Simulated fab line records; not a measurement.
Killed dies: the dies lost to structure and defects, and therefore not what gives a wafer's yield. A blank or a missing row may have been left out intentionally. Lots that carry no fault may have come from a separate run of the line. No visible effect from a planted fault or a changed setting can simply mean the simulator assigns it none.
Matching of chambers ; flow n5_finfet ; N5_GATE_CUT_SAC_CAP_01 on ald_sin-02 has 4 sister chambers
The step material SiNx, target thk 24 nm, pulse time 1 s, ald cycles 480. 8 wafers are shown with their chamber, then 11 later ones without.

WAFERS, EACH WITH ITS CHAMBER
wafer;chamber;heater_power_w (W);precursor_pulse_height_rel
L088.5;3;816;1.014
L092.1;1;771;0.986
L092.3;2;903;1.026
L092.4;0;771;1.003
L094.1;2;903;1.005
L094.2;3;789;0.984
L094.3;0;760;0.969
L094.4;1;821;1.002

WAFERS WITHOUT THEIR CHAMBER
wafer;heater_power_w (W);precursor_pulse_height_rel
L094.5;901;1.007
L094.6;746;1.021
L096.2;790;1.020
L096.4;898;0.994
L096.5;759;0.998
L097.1;797;1.016
L097.2;795;0.939
L097.3;773;0.992
L097.4;910;0.996
L097.5;803;0.993
L097.6;794;0.982

WHICH CHAMBER EACH ONE RAN IN
wafer;from the rows above;in truth
L094.5;2;2
L094.6;can't be placed: 0 or 1 or 3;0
L096.2;can't be placed: 3 or 1 or 0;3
L096.4;2;2
L096.5;can't be placed: 0 or 1 or 3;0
L097.1;can't be placed: 3 or 1 or 0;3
L097.2;can't be placed: 0 or 1 or 3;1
L097.3;can't be placed: 0 or 1 or 3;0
L097.4;2;2
L097.5;can't be placed: 3 or 1 or 0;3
L097.6;can't be placed: 1 or 3 or 0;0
Correctly placed: 3 of 11. Can't be placed from these rows: 8 (the true chamber is among the candidates in 8). Number placed wrongly: 0.
How it was worked out, from the rows above alone: a wafer's distance from a chamber is the root of the sum, over the readings, of the square of ((its reading less the chamber's mean) divided by the reading's scatter). If the next closest chamber is less than 2 further off than the closest, the wafer can't be placed; otherwise it belongs to the closest. The mean given for a chamber averages the wafers shown for that chamber. The scatter is the square root of a quotient: the sum, over the shown wafers, of each reading's squared deviation from its chamber's mean, divided by wafers minus chambers.
